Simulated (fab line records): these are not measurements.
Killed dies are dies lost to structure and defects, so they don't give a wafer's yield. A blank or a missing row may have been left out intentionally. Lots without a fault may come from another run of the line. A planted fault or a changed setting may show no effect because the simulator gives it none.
Chamber matching :: flow n5Finfet :: N5_BEOL_M0_STRIP_142 on rieDiel-05 has 4 sister chambers
The step strips in N2/H2, time 10 s. 16 wafers are shown with their chamber, then 8 later ones without.

== WAFERS PAIRED WITH THEIR CHAMBERS ==
wafer: L074.2
chamber: 0
throttleValvePct (%): 23.2
drypumpMotorCurrentA (A): 5.55
showerheadPlenumPTorr (Torr): 2.55

wafer: L074.3
chamber: 2
throttleValvePct (%): 23.8
drypumpMotorCurrentA (A): 6.15
showerheadPlenumPTorr (Torr): 2.58

wafer: L074.6
chamber: 3
throttleValvePct (%): 24.1
drypumpMotorCurrentA (A): 5.90
showerheadPlenumPTorr (Torr): 2.51

wafer: L079.2
chamber: 3
throttleValvePct (%): 24.2
drypumpMotorCurrentA (A): 5.87
showerheadPlenumPTorr (Torr): 2.51

wafer: L079.4
chamber: 0
throttleValvePct (%): 23.3
drypumpMotorCurrentA (A): 5.55
showerheadPlenumPTorr (Torr): 2.55

wafer: L079.6
chamber: 2
throttleValvePct (%): 23.8
drypumpMotorCurrentA (A): 6.16
showerheadPlenumPTorr (Torr): 2.58

wafer: L081.2
chamber: 0
throttleValvePct (%): 23.3
drypumpMotorCurrentA (A): 5.63
showerheadPlenumPTorr (Torr): 2.55

wafer: L081.3
chamber: 3
throttleValvePct (%): 24.2
drypumpMotorCurrentA (A): 5.88
showerheadPlenumPTorr (Torr): 2.51

wafer: L081.5
chamber: 3
throttleValvePct (%): 24.2
drypumpMotorCurrentA (A): 5.88
showerheadPlenumPTorr (Torr): 2.51

wafer: L080.1
chamber: 0
throttleValvePct (%): 23.3
drypumpMotorCurrentA (A): 5.55
showerheadPlenumPTorr (Torr): 2.55

wafer: L080.2
chamber: 2
throttleValvePct (%): 23.8
drypumpMotorCurrentA (A): 6.15
showerheadPlenumPTorr (Torr): 2.58

wafer: L080.6
chamber: 0
throttleValvePct (%): 23.3
drypumpMotorCurrentA (A): 5.56
showerheadPlenumPTorr (Torr): 2.55

wafer: L085.2
chamber: 0
throttleValvePct (%): 23.3
drypumpMotorCurrentA (A): 5.56
showerheadPlenumPTorr (Torr): 2.54

wafer: L085.3
chamber: 1
throttleValvePct (%): 23.0
drypumpMotorCurrentA (A): 5.82
showerheadPlenumPTorr (Torr): 2.59

wafer: L085.6
chamber: 0
throttleValvePct (%): 23.3
drypumpMotorCurrentA (A): 5.58
showerheadPlenumPTorr (Torr): 2.55

wafer: L088.2
chamber: 2
throttleValvePct (%): 23.8
drypumpMotorCurrentA (A): 6.14
showerheadPlenumPTorr (Torr): 2.57

SIGNATURES (means of the wafers above)
reading: throttleValvePct
chamber 0: 23.286
chamber 1: 23.000
chamber 2: 23.800
chamber 3: 24.175
scatter within a chamber: 0.0366

reading: drypumpMotorCurrentA
chamber 0: 5.5686
chamber 1: 5.8200
chamber 2: 6.1500
chamber 3: 5.8825
scatter within a chamber: 0.0219

reading: showerheadPlenumPTorr
chamber 0: 2.5486
chamber 1: 2.5900
chamber 2: 2.5775
chamber 3: 2.5100
scatter within a chamber: 0.00366
Rule: for each reading, subtract the chamber's mean from the wafer's reading, divide by that reading's scatter and square the result; add these up over the readings and take the root, which gives the wafer's distance from the chamber. If the next closest chamber is less than 2 further off than the closest, the wafer can't be placed; otherwise it belongs to the closest. How the scatter is found: for the shown wafers, subtract from each reading the mean of its chamber, square and add these, divide the total by (wafers less chambers), then take the root.

== WAFERS WITH NO CHAMBER GIVEN ==
wafer: L088.5
throttleValvePct (%): 23.0
drypumpMotorCurrentA (A): 5.80
showerheadPlenumPTorr (Torr): 2.59

wafer: L088.6
throttleValvePct (%): 23.3
drypumpMotorCurrentA (A): 5.57
showerheadPlenumPTorr (Torr): 2.54

wafer: L089.2
throttleValvePct (%): 23.0
drypumpMotorCurrentA (A): 5.82
showerheadPlenumPTorr (Torr): 2.59

wafer: L089.4
throttleValvePct (%): 22.9
drypumpMotorCurrentA (A): 5.81
showerheadPlenumPTorr (Torr): 2.59

wafer: L089.5
throttleValvePct (%): 23.8
drypumpMotorCurrentA (A): 6.15
showerheadPlenumPTorr (Torr): 2.57

wafer: L092.4
throttleValvePct (%): 23.8
drypumpMotorCurrentA (A): 6.13
showerheadPlenumPTorr (Torr): 2.57

wafer: L092.5
throttleValvePct (%): 23.3
drypumpMotorCurrentA (A): 5.55
showerheadPlenumPTorr (Torr): 2.54

wafer: L092.6
throttleValvePct (%): 23.9
drypumpMotorCurrentA (A): 5.89
showerheadPlenumPTorr (Torr): 2.50

== CHAMBER TAKEN BY EACH ==
wafer: L088.5
from the rows above: 1
in truth: 1

wafer: L088.6
from the rows above: 0
in truth: 0

wafer: L089.2
from the rows above: 1
in truth: 1

wafer: L089.4
from the rows above: 1
in truth: 1

wafer: L089.5
from the rows above: 2
in truth: 2

wafer: L092.4
from the rows above: 2
in truth: 2

wafer: L092.5
from the rows above: 0
in truth: 0

wafer: L092.6
from the rows above: 3
in truth: 3
8 of 8 placed correctly. Number that these rows cannot place: 0. Wrongly placed: 0.
